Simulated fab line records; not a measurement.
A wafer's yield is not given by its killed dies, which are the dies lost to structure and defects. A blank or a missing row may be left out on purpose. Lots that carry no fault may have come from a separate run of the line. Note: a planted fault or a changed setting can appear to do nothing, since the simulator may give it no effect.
fab line records ; flow nand_harc
[record] lots = 5; wafers = 15; last_day = 33
route steps=1302 shown A_CONTACT@1102 A_BLC@1107 END@1302
lots with no fault: from the same line, run without faults
start_h: hours from the record's opening day to when the first of the lot's shown wafers began ; wait_h: how many hours have passed since the lot's step before this one ; " as in the row above ; L1.1+2: several wafers, shown together as one row ; - no value, or no start was given ; * or withheld: withheld ; < > ~ a bound
route shown NAME@n: a module of which the file shows steps, and the number in the route of the first ; usual: mean and standard deviation over wafers with no fault ; same: alike in all rows ; chamber/n: place in a boat ; sites: per-site readings ; _std_site: standard deviation of those values ; _edge_site: inner sites' mean taken away from outer sites' mean ; radius_mm: for every site, how far away it sits from the centre of the wafer ; mask NAME#n: copy n ; behind: the tool/chamber that last shaped the wafer ; hold: why the lot was held/for how many hours/how that ended ; device: the transistor (n, p or np) that didn't switch ; end of line: at the end of the route, the tests of the same wafers ; step lacking rows: just its recipe ; killed: count of dies lost to structure and defects at first sort (not the wafer's yield) ; map: a wafer's dies, x killed, . not, _ none there
set.NAME: the setting that was run; set.NAME@STEP: the one run at that earlier step ; model.NAME: the simulator's own value behind a step, which no gauge read
lots seen at some steps along the route; tables by step, rows by wafer
services: a tool's chamber out of use, with start hour (start_h, from the record's first day; less than 0 if before it), hours out, and reason
[[steps]]
[step NHARC_A_CONTACT_CVD_19]
[recipe] target_thk_a = 3000; temp_c = 300; pressure_torr = 40; wf6_flow_sccm = 40; h2_flow_sccm = 1600; ar_flow_sccm = 1560; time_s = 802; material = W
[usual] heater_power_w = 446/27; throttle_valve_pct = 8.00/0.21
[same] time_s = 802
lot.wafer;tool;chamber;start_h;wait_h;heater_power_w;throttle_valve_pct
L690.1;cvd_w-02;0;-;-;454;8.25
L690.2;cvd_w-02;1;-;-;387;7.89
L690.6;cvd_w-02;1;-;-;392;7.73
L693.2;cvd_w-01;0;-;-;449;7.86
L693.1;cvd_w-01;1;-;-;489;8.00
L693.5;cvd_w-01;0;-;-;442;8.14
L705.2;cvd_w-01;1;-;-;482;7.74
L705.4;cvd_w-01;1;-;-;470;7.93
L705.6;cvd_w-01;1;-;-;468;8.07
L710.2;cvd_w-02;0;-;-;437;7.98
L710.4;cvd_w-02;0;-;-;432;8.10
L710.6;cvd_w-02;1;-;-;388;7.51
L712.2;cvd_w-02;0;-;-;430;8.15
L712.3;cvd_w-02;1;-;-;401;7.82
L712.6;cvd_w-02;0;-;-;447;7.60
[step NHARC_A_CONTACT_CMP_20]
[recipe] t_overpolish_s = 30; target_thk_nm = 300
[usual] motor_current_A = 12.0/1.2; overpolish_run_s = 30.000/0.009; pad_life_wafers = 187/120; time_to_endpoint_s = 59.0/2.6
lot.wafer;tool;chamber;start_h;wait_h;motor_current_A;overpolish_run_s;pad_life_wafers;time_to_endpoint_s
L690.2;cmp-02;3;531.70;0.6;10.2;30.008;0;60.0
L690.1;cmp-02;0;531.70;0.6;13.0;29.983;1;58.0
L690.6;cmp-02;3;531.70;0.6;10.4;29.998;-;62.4
L693.2;cmp-03;0;578.25;0.8;11.2;30.002;78;57.9
L693.1;cmp-03;2;578.25;0.8;12.5;29.986;80;56.2
L693.5;cmp-03;1;578.25;0.8;12.2;29.995;-;60.4
L705.2;cmp-03;1;667.11;0.8;11.9;30.000;37;61.2
L705.4;cmp-03;2;667.11;0.8;12.6;29.999;38;60.1
L705.6;cmp-03;0;667.11;0.8;11.6;30.010;-;59.6
L710.2;cmp-03;1;725.79;0.8;12.2;29.997;265;57.9
L710.4;cmp-03;2;725.79;0.8;12.1;30.010;266;60.2
L710.6;cmp-03;1;725.79;0.8;12.0;30.009;-;62.4
L712.3;cmp-02;1;752.80;0.5;9.7;30.001;79;59.1
L712.2;cmp-02;2;752.80;0.5;13.1;29.981;80;59.4
L712.6;cmp-02;1;752.80;0.5;10.3;29.998;-;60.7
[step NHARC_A_CONTACT_SRD_22]
[step NHARC_A_CONTACT_INSPECT_23]
[usual] raw_defect_count = 541/160
lot.wafer;tool;chamber;start_h;wait_h;raw_defect_count
L690.1;defect_inspect-01;-;532.11;0.1;433
L690.2;defect_inspect-01;-;532.11;0.1;608
L690.6;defect_inspect-01;-;532.11;0.1;412
L693.1;defect_inspect-01;-;578.66;0.1;513
L693.2;defect_inspect-01;-;578.66;0.1;523
L693.5;defect_inspect-01;-;578.66;0.1;476
L705.2;defect_inspect-02;-;667.49;0.1;538
L705.4;defect_inspect-02;-;667.49;0.1;499
L705.6;defect_inspect-02;-;667.49;0.1;971
L710.2;defect_inspect-02;-;726.17;0.1;359
L710.4;defect_inspect-02;-;726.17;0.1;416
L710.6;defect_inspect-02;-;726.17;0.1;295
L712.2;defect_inspect-01;-;753.18;0.1;374
L712.3;defect_inspect-01;-;753.18;0.1;369
L712.6;defect_inspect-01;-;753.18;0.1;491
[step NHARC_A_BLC_DEHYDRATE_00]
[recipe] temp_c = 150; time_s = 120
[step NHARC_A_BLC_HMDS_01]
[recipe] time_s = 30
[step NHARC_A_BLC_COAT_02]
[recipe] temp_c = 260; time_s = 75
[step NHARC_A_BLC_COAT_03]
[recipe] temp_c = 225; time_s = 65
[step NHARC_A_BLC_COAT_04]
[recipe] spin_rpm = 1500; resist_thk_nm = 90
[step NHARC_A_BLC_SOFTBAKE_05]
[recipe] temp_c = 105; time_s = 55
[step NHARC_A_BLC_EBR_06]
[step NHARC_A_BLC_EXPOSE_07]
[recipe] na = 1.35; target_cd_nm = 100; dose_mj = 67.97; mask_id = A_BLC
[usual] focus_offset_nm = 0.2/0.53
lot.wafer;tool;chamber;start_h;wait_h;mask;focus_offset_nm
L690.1;arfi_scanner-02;0;532.47;-;A_BLC#0;-0.4
L690.2;arfi_scanner-02;0;532.47;-;A_BLC#0;-0.3
L690.6;arfi_scanner-02;0;532.47;-;A_BLC#0;-0.2
L693.1;arfi_scanner-03;0;579.02;-;A_BLC#0;-0.5
L693.2;arfi_scanner-03;0;579.02;-;A_BLC#0;-0.1
L693.5;arfi_scanner-03;0;579.02;-;A_BLC#0;-0.7
L705.2;arfi_scanner-02;0;667.74;-;A_BLC#0;1.0
L705.4;arfi_scanner-02;0;667.74;-;A_BLC#0;-0.1
L705.6;arfi_scanner-02;0;667.74;-;A_BLC#0;0.4
L710.2;arfi_scanner-03;0;726.54;-;A_BLC#0;0.8
L710.4;arfi_scanner-03;0;726.54;-;A_BLC#0;1.0
L710.6;arfi_scanner-03;0;726.54;-;A_BLC#0;0.6
L712.2;arfi_scanner-03;0;753.55;-;A_BLC#0;-0.2
L712.3;arfi_scanner-03;0;753.55;-;A_BLC#0;0.4
L712.6;arfi_scanner-03;0;753.55;-;A_BLC#0;0.2
[step NHARC_A_BLC_PEB_08]
[recipe] peb_temp_c = 100; peb_time_s = 65
[step NHARC_A_BLC_DEVELOP_09]
[recipe] develop_time_s = 35; dev_temp_c = 23
[step NHARC_A_BLC_CD_MEAS_10]
[recipe] target_cd_nm = 100; landing_energy_ev = 500
[usual] cd_nm = 100.1/0.55
lot.wafer;tool;chamber;start_h;wait_h;cd_nm
L690.1;cd_sem-02;0;532.61;-;99.8
L690.2;cd_sem-02;0;532.61;-;100.3
L690.6;cd_sem-02;0;532.61;-;100.1
L693.1;cd_sem-01;0;579.16;-;100.3
L693.2;cd_sem-01;0;579.16;-;100.3
L693.5;cd_sem-01;0;579.16;-;100.4
L705.2;cd_sem-02;0;667.87;-;98.2
L705.4;cd_sem-02;0;667.87;-;100.1
L705.6;cd_sem-02;0;667.87;-;98.3
L710.2;cd_sem-03;0;726.67;-;100.4
L710.4;cd_sem-03;0;726.67;-;100.3
L710.6;cd_sem-03;0;726.67;-;99.4
L712.2;cd_sem-02;0;753.69;-;100.4
L712.3;cd_sem-02;0;753.69;-;100.6
L712.6;cd_sem-02;0;753.69;-;99.8
[step NHARC_A_BLC_OVL_MEAS_11]
[usual] overlay_x_nm = -0.3/0.76; overlay_y_nm = 0.1/0.73
lot.wafer;tool;chamber;start_h;wait_h;overlay_x_nm;overlay_y_nm
L690.1;overlay-02;-;532.70;-;-0.4;0.4
L690.2;overlay-02;-;532.70;-;-0.5;0.3
L690.6;overlay-02;-;532.70;-;-0.6;0.6
L693.1;overlay-01;-;579.25;-;-1.3;0.4
L693.2;overlay-01;-;579.25;-;-1.3;0.0
L693.5;overlay-01;-;579.25;-;-1.7;0.2
L705.2;overlay-02;-;667.96;-;-1.9;-0.7
L705.4;overlay-02;-;667.96;-;-1.9;-0.7
L705.6;overlay-02;-;667.96;-;-2.1;-0.4
L710.2;overlay-01;-;726.76;-;-0.2;0.6
L710.4;overlay-01;-;726.76;-;-0.4;0.7
L710.6;overlay-01;-;726.76;-;0.1;1.2
L712.2;overlay-02;-;753.77;-;0.0;0.1
L712.3;overlay-02;-;753.77;-;0.2;-0.1
L712.6;overlay-02;-;753.77;-;-0.1;0.4
[step NHARC_A_BLC_INSPECT_12]
[usual] raw_defect_count = 89/34
lot.wafer;tool;chamber;start_h;wait_h;raw_defect_count
L690.1;defect_inspect-01;-;532.74;0.0;113
L690.2;defect_inspect-01;-;532.74;0.0;92
L690.6;defect_inspect-01;-;532.74;0.0;94
L693.1;defect_inspect-02;-;579.29;0.0;150
L693.2;defect_inspect-02;-;579.29;0.0;146
L693.5;defect_inspect-02;-;579.29;0.0;164
L705.2;defect_inspect-02;-;668.00;0.0;86
L705.4;defect_inspect-02;-;668.00;0.0;99
L705.6;defect_inspect-02;-;668.00;0.0;73
L710.2;defect_inspect-01;-;726.80;0.0;73
L710.4;defect_inspect-01;-;726.80;0.0;66
L710.6;defect_inspect-01;-;726.80;0.0;75
L712.2;defect_inspect-01;-;753.81;0.0;114
L712.3;defect_inspect-01;-;753.81;0.0;94
L712.6;defect_inspect-01;-;753.81;0.0;99
[step NHARC_A_BLC_DESCUM_15]
[recipe] time_s = 3; o2_flow_sccm = 200; ar_flow_sccm = 0; bias_power_w = 0; chemistry = O2
[usual] chamber_pressure_mTorr = 60.00/0.052; drypump_motor_current_A = 5.8/0.62; oes_product_au = 1.000/0.0072; rf_vpp_V = 57.7/0.92; showerhead_plenum_p_Torr = 1.89/0.096; throttle_valve_pct = 11.309/0.0077
[same] time_s = 3
lot.wafer;tool;chamber;start_h;wait_h;chamber_pressure_mTorr;drypump_motor_current_A;oes_product_au;rf_hours_counter_h;rf_vpp_V;showerhead_plenum_p_Torr;throttle_valve_pct;model.A_BLC.cd_nm
L690.2;rie_diel-11;1;532.80;0.1;59.95;6.7;0.987;8;57.7;1.83;11.312;100.7
L690.1;rie_diel-11;0;532.80;0.1;60.00;5.9;1.002;8;57.8;1.93;11.298;100.2
L690.6;rie_diel-11;2;532.80;0.1;60.02;5.2;0.987;-;58.5;1.86;11.319;99.91
L693.2;rie_diel-11;1;579.35;0.1;60.08;6.7;1.004;13;56.8;1.83;11.330;100.2
L693.1;rie_diel-11;0;579.35;0.1;60.05;5.9;0.999;11;59.3;1.93;11.300;100.2
L693.5;rie_diel-11;1;579.35;0.1;59.89;6.7;1.001;-;56.7;1.83;11.305;100.8
L705.4;rie_diel-11;1;668.06;0.1;60.03;6.7;0.989;4;58.3;1.83;11.308;100.4
L705.2;rie_diel-11;2;668.06;0.1;59.96;5.2;1.003;4;56.7;1.85;11.311;98.2
L705.6;rie_diel-11;1;668.06;0.1;59.96;6.7;1.005;-;58.3;1.83;11.301;98.56
L710.2;rie_diel-11;1;726.87;0.1;59.94;6.7;1.001;8;57.6;1.82;11.305;99.93
L710.4;rie_diel-11;3;726.87;0.1;59.94;5.0;1.000;10;56.5;1.78;11.311;100.1
L710.6;rie_diel-11;1;726.87;0.1;60.06;6.7;0.999;-;56.9;1.82;11.321;99.55
L712.3;rie_diel-11;3;753.88;0.1;60.08;5.1;1.002;12;57.5;1.78;11.297;100.9
L712.2;rie_diel-11;1;753.88;0.1;60.04;6.8;0.990;11;56.6;1.82;11.321;100.5
L712.6;rie_diel-11;3;753.88;0.1;60.08;5.0;1.008;-;57.7;1.78;11.303;99.8
[step NHARC_A_BLC_ETCH_16]
[recipe] target_depth_a = 390; over_etch_frac = 0.3; time_s = 65; ion_energy_ev = 80; cf4_flow_sccm = 150; ar_flow_sccm = 0; rf_w = 300; bias_w = 100; chemistry = CF4
[usual] chamber_pressure_mTorr = 50.00/0.049; drypump_motor_current_A = 5.7/0.65; oes_product_au = 1.000/0.0073; rf_vpp_V = 151.0/1.2; showerhead_plenum_p_Torr = 1.74/0.081; throttle_valve_pct = 13.285/0.0084
[same] time_s = 65
lot.wafer;tool;chamber;start_h;wait_h;chamber_pressure_mTorr;drypump_motor_current_A;oes_product_au;rf_hours_counter_h;rf_vpp_V;showerhead_plenum_p_Torr;throttle_valve_pct
L690.2;rie_diel-11;2;532.90;0.1;50.02;5.2;0.997;7;151.0;1.72;13.273
L690.1;rie_diel-11;1;532.90;0.1;49.99;6.7;1.003;8;149.8;1.70;13.283
L690.6;rie_diel-11;1;532.90;0.1;50.04;6.7;0.998;-;149.6;1.70;13.294
L693.1;rie_diel-11;1;579.44;0.1;49.98;6.7;0.997;13;151.3;1.70;13.291
L693.2;rie_diel-11;0;579.44;0.1;50.03;5.9;0.992;11;152.3;1.78;13.281
L693.5;rie_diel-11;2;579.44;0.1;50.02;5.2;0.992;-;150.9;1.72;13.278
L705.2;rie_diel-11;1;668.14;0.1;50.03;6.7;1.006;4;148.9;1.69;13.275
L705.4;rie_diel-11;2;668.14;0.1;50.03;5.2;1.007;4;150.6;1.72;13.289
L705.6;rie_diel-11;2;668.14;0.1;50.02;5.2;1.011;-;149.2;1.72;13.274
L710.4;rie_diel-11;1;726.95;0.1;49.96;6.7;0.988;8;150.4;1.69;13.283
L710.2;rie_diel-11;3;726.95;0.1;50.07;5.0;0.994;10;150.2;1.66;13.269
L710.6;rie_diel-11;1;726.95;0.1;49.96;6.7;0.995;-;149.4;1.69;13.291
L712.2;rie_diel-11;0;753.96;0.1;49.96;5.9;1.001;11;151.1;1.78;13.290
L712.3;rie_diel-11;1;753.96;0.1;49.95;6.7;0.994;11;150.2;1.69;13.292
L712.6;rie_diel-11;3;753.96;0.1;49.93;5.1;0.992;-;150.7;1.66;13.275
[step NHARC_A_BLC_ETCH_17]
[recipe] target_depth_a = 3900; over_etch_frac = 0.25; time_s = 609.38; ion_energy_ev = 200; n2_flow_sccm = 150; h2_flow_sccm = 150; ar_flow_sccm = 0; rf_w = 400; bias_w = 150; chemistry = N2/H2
[usual] chamber_pressure_mTorr = 29.999/0.029; drypump_motor_current_A = 5.8/0.63; oes_product_au = 0.999/0.0074; rf_vpp_V = 429.8/2.9; showerhead_plenum_p_Torr = 2.02/0.11; throttle_valve_pct = 14.171/0.009
[same] time_s = 609.38
lot.wafer;tool;chamber;start_h;wait_h;chamber_pressure_mTorr;drypump_motor_current_A;oes_product_au;rf_hours_counter_h;rf_vpp_V;showerhead_plenum_p_Torr;throttle_valve_pct;model.A_BLC.cd_nm
L690.2;rie_diel-11;2;-;-;29.981;5.3;1.001;8;427.9;1.98;14.166;100.3
L690.1;rie_diel-11;1;-;-;29.984;6.7;1.000;8;428.7;1.95;14.187;99.54
L690.6;rie_diel-11;2;-;-;29.979;5.2;0.996;-;427.6;1.98;14.161;99.57
L693.2;rie_diel-11;0;-;-;30.037;5.9;0.997;11;431.7;2.06;14.158;101.3
L693.1;rie_diel-11;1;-;-;29.982;6.7;0.994;13;427.7;1.95;14.156;99.77
L693.5;rie_diel-11;3;-;-;29.967;5.0;0.984;-;426.4;1.90;14.172;100.7
L705.2;rie_diel-11;0;-;-;29.994;5.9;0.994;4;431.6;2.06;14.177;98.19
L705.4;rie_diel-11;3;-;-;29.998;5.1;0.993;5;427.8;1.90;14.168;101
L705.6;rie_diel-11;0;-;-;29.946;5.9;0.997;-;430.6;2.06;14.154;98.25
L710.2;rie_diel-11;1;-;-;30.005;6.7;0.999;8;427.8;1.94;14.183;100.6
L710.4;rie_diel-11;2;-;-;30.054;5.2;1.008;9;428.5;1.97;14.170;99.32
L710.6;rie_diel-11;0;-;-;29.970;5.9;0.997;-;432.5;2.06;14.162;100.7
L712.2;rie_diel-11;2;-;-;29.950;5.2;1.011;11;429.6;1.97;14.163;100.3
L712.3;rie_diel-11;0;-;-;29.979;5.9;0.999;11;429.0;2.05;14.168;101.6
L712.6;rie_diel-11;2;-;-;30.038;5.2;1.005;-;428.0;1.97;14.166;99.77
[step NHARC_A_BLC_ETCH_18]
[recipe] target_depth_a = 9100; c4f8_flow_sccm = 20; o2_flow_sccm = 10; ar_flow_sccm = withheld; rf_w = 600; bias_w = 1500; chemistry = C4F8/O2/Ar
[usual] chamber_pressure_mTorr = 25.001/0.023; oes_product_au = 0.946/0.024; rf_vpp_V = 977/6.7
lot.wafer;tool;chamber;start_h;wait_h;chamber_pressure_mTorr;oes_product_au;rf_hours_counter_h;rf_vpp_V
L690.2;rie_diel-11;0;-;-;25.020;0.922;8;980
L690.1;rie_diel-11;1;-;-;25.016;0.921;8;971
L690.6;rie_diel-11;0;-;-;24.980;0.908;-;980
L693.1;rie_diel-11;0;-;-;25.034;0.922;12;980
L693.2;rie_diel-11;1;-;-;24.989;0.916;13;971
L693.5;rie_diel-11;0;-;-;25.002;0.918;-;980
L705.4;rie_diel-11;1;-;-;24.984;0.935;4;972
L705.2;rie_diel-11;2;-;-;24.991;0.925;4;974
L705.6;rie_diel-11;0;-;-;24.996;0.938;-;980
L710.4;rie_diel-11;2;-;-;25.000;0.986;9;976
L710.2;rie_diel-11;3;-;-;25.007;0.972;10;970
L710.6;rie_diel-11;1;-;-;25.008;0.955;-;973
L712.3;rie_diel-11;2;-;-;24.997;0.934;12;974
L712.2;rie_diel-11;0;-;-;24.995;0.925;11;979
L712.6;rie_diel-11;3;-;-;24.960;0.926;-;969
[step NHARC_END_SORT_01]
[recipe] temp_c = 25
[usual] killed_at_array = 54/20; killed_at_other = 0.9/1.1; killed_at_periphery = 3.8/2.4; killed_dies = 58/20; killed_open = 3.5/1.9; killed_short = 2.5/1.6
[same] gross_dies = 677
lot.wafer;tool;chamber;start_h;wait_h;killed_at_array;killed_at_other;killed_at_periphery;killed_dies;killed_open;killed_short
L690.1;prober-02;0;576.26;2.5;62;1;3;66;2;2
L690.2;prober-02;0;577.07;2.8;77;1;8;86;6;1
L690.6;prober-02;0;580.29;4.0;52;1;3;56;2;1
L693.1;prober-02;0;625.06;2.5;84;0;1;85;2;2
L693.2;prober-02;0;625.87;2.8;96;1;2;99;2;3
L693.5;prober-02;0;628.30;3.7;95;3;0;98;1;2
L705.2;prober-02;0;712.92;2.8;28;1;5;34;3;4
L705.4;prober-02;0;714.51;3.4;63;0;4;67;2;4
L705.6;prober-02;0;716.11;4.0;52;0;7;59;5;1
L710.2;prober-01;0;771.47;2.8;43;1;5;49;3;0
L710.4;prober-01;0;773.05;3.4;47;2;7;56;3;4
L710.6;prober-01;0;774.63;3.9;54;1;6;61;5;3
// killed by level:class
L690.1 A_CHANNEL_HOLE_D2:chamber_film_flake=31 A_SLIT:chamber_film_flake=12 A_CONTACT:chamber_film_flake=7 A_CHANNEL_HOLE_D1:chamber_film_flake=3 A_M1:chamber_film_flake=3 P_M0:geometric_particle:open=1 A_ONON_D1:geometric_particle:open=1 A_CHANNEL_FILL_D1:geometric_particle:short=1
L690.2 A_CHANNEL_HOLE_D2:chamber_film_flake=28 A_SLIT:chamber_film_flake=22 A_SGD_CUT:chamber_film_flake=6 P_GATE:chamber_film_flake=4 A_M1:chamber_film_flake=3 A_STAIRCASE:chamber_film_flake=3 A_CHANNEL_HOLE_D1:chamber_film_flake=3 A_CONTACT:chamber_film_flake=3
L690.6 A_CHANNEL_HOLE_D2:chamber_film_flake=27 A_SLIT:chamber_film_flake=8 A_CONTACT:chamber_film_flake=7 A_M1:chamber_film_flake=3 P_GATE:chamber_film_flake=2 P_CONTACT:geometric_particle:short=1 A_ONON_D1:geometric_particle:open=1 A_ONON_D2:geometric_particle:open=1
L693.1 A_CHANNEL_HOLE_D2:chamber_film_flake=30 A_CHANNEL_HOLE_D1:chamber_film_flake=22 A_SLIT:chamber_film_flake=12 A_STAIRCASE:chamber_film_flake=9 A_DECK1_JOINT:chamber_film_flake=4 A_CHANNEL_FILL_D2:chamber_film_flake=3 P_M1:geometric_particle:open=1 A_ONON_D1:geometric_particle:short=1
L693.2 A_SLIT:chamber_film_flake=29 A_CHANNEL_HOLE_D2:chamber_film_flake=26 A_CHANNEL_HOLE_D1:chamber_film_flake=24 A_ZERO_WELL:chamber_film_flake=3 A_STAIRCASE:chamber_film_flake=3 P_ZERO_WELL:chamber_film_flake=2 A_CHANNEL_FILL_D2:chamber_film_flake=2 A_CONTACT:chamber_film_flake=2
L693.5 A_SLIT:chamber_film_flake=29 A_CHANNEL_HOLE_D1:chamber_film_flake=23 A_CHANNEL_HOLE_D2:chamber_film_flake=23 A_STAIRCASE:chamber_film_flake=12 A_ZERO_WELL:chamber_film_flake=3 THIN_TSV:chamber_film_flake=3 A_CHANNEL_FILL_D2:geometric_particle:short=1 A_WL_FILL:geometric_particle:short=1
L705.2 A_SLIT:chamber_film_flake=9 A_CONTACT:chamber_film_flake=8 A_CHANNEL_HOLE_D1:chamber_film_flake=4 P_CONTACT:geometric_particle:open=1 P_CONTACT:geometric_particle:short=1 P_M0:geometric_particle:open=1 P_M0:geometric_particle:short=1 A_CHANNEL_FILL_D2:geometric_particle:short=1
L705.4 A_SLIT:chamber_film_flake=30 A_CHANNEL_HOLE_D1:chamber_film_flake=12 A_CONTACT:chamber_film_flake=9 P_M2:chamber_film_flake=3 A_ZERO_WELL:chamber_film_flake=3 A_STAIRCASE:chamber_film_flake=2 P_CONTACT:geometric_particle:short=1 A_SOURCE_PLATE:geometric_particle:open=1
L705.6 A_SLIT:chamber_film_flake=31 A_CHANNEL_HOLE_D1:chamber_film_flake=7 A_CONTACT:chamber_film_flake=3 A_ONON_D2:geometric_particle:open=3 P_CONTACT:chamber_film_flake=2 P_M2:chamber_film_flake=2 A_STAIRCASE:chamber_film_flake=2 A_M0:chamber_film_flake=2
L710.2 A_CHANNEL_HOLE_D2:chamber_film_flake=26 A_CHANNEL_HOLE_D1:chamber_film_flake=9 A_SLIT:chamber_film_flake=4 P_ZERO_WELL:chamber_film_flake=3 A_STAIRCASE:chamber_film_flake=2 P_STI:geometric_particle:open=1 A_SOURCE_PLATE:geometric_particle:open=1 A_CHANNEL_FILL_D2:geometric_particle:open=1
L710.4 A_CHANNEL_HOLE_D2:chamber_film_flake=23 A_CHANNEL_HOLE_D1:chamber_film_flake=8 P_GATE:chamber_film_flake=4 A_SLIT:chamber_film_flake=3 A_CONTACT:chamber_film_flake=3 A_CHANNEL_FILL_D2:geometric_particle:short=2 A_ZERO_WELL:chamber_film_flake=2 THIN_TSV:chamber_film_flake=2
L710.6 A_CHANNEL_HOLE_D2:chamber_film_flake=25 A_CHANNEL_HOLE_D1:chamber_film_flake=12 A_SLIT:chamber_film_flake=4 P_M0:chamber_film_flake=2 A_WL_FILL:chamber_film_flake=2 P_M1:geometric_particle:open=1 A_CHANNEL_HOLE_D1:geometric_particle:short=1 A_DECK1_JOINT:geometric_particle:open=1
[[services]]
tool;chamber;start_h;hours;kind
rie_diel-11;2;517.27;3.4;repair
arfi_scanner-03;-;519.21;0.8;repair
rie_diel-11;3;531.37;18.0;repair
cmp-03;-;533.97;0.5;repair
arfi_scanner-03;-;540.00;4.0;pm
cvd_w-02;1;552.23;7.5;repair
cmp-03;-;555.01;2.0;repair
cmp-03;-;557.06;4.0;pm
cmp-03;-;570.65;1.0;repair
rie_diel-11;0;572.41;5.9;repair
rie_diel-11;3;581.60;6.5;repair
cmp-03;-;584.61;5.7;repair
rie_diel-11;0;589.40;23.2;repair
cmp-03;-;597.82;1.5;repair
rie_diel-11;-;609.51;9.0;pm
arfi_scanner-03;-;636.32;1.0;repair
arfi_scanner-03;-;650.27;1.5;repair
cmp-03;-;655.06;4.0;pm
arfi_scanner-03;-;697.78;1.4;repair
cvd_w-02;-;709.52;13.0;pm
arfi_scanner-03;-;712.00;4.0;pm
rie_diel-11;0;727.87;6.6;repair
arfi_scanner-03;-;732.70;0.3;repair
rie_diel-11;-;751.02;0.9;repair
[[key]]
[first_sign] step = NHARC_A_BLC_CD_MEAS_10; reading = cd_nm; direction = down; sigmas = 3.3; usual = 100.1; struck = 98.3
effect none on later readings
[model_effect] step = NHARC_A_BLC_DESCUM_15; value = A_BLC.cd_nm; without = 100.4; struck = 98.38
[model_effect] step = NHARC_A_BLC_ETCH_17; value = A_BLC.cd_nm; without = 100.2; struck = 98.22
met_at NHARC_A_BLC_EXPOSE_07
struck_wafers L705.2,L705.6
tester_left_out L705
onset_between 532.47 667.74
[fault] kind = process_parameter_drift; tool = arfi_scanner-02; chamber = -; onset_h = 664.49; steps = NHARC_A_BLC_EXPOSE_07; channel = focus_nm; offset = 78.521; shape = step; end_h = 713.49; scope = struck_wafers_only
// tester_left_out: of these lots the tester's yield and bins aren't shown, on N5 and GAA mostly nor the transistor test; their killed dies are dies lost to structure and defects alone, not to doping, threshold or leakage, so they don't give the yield
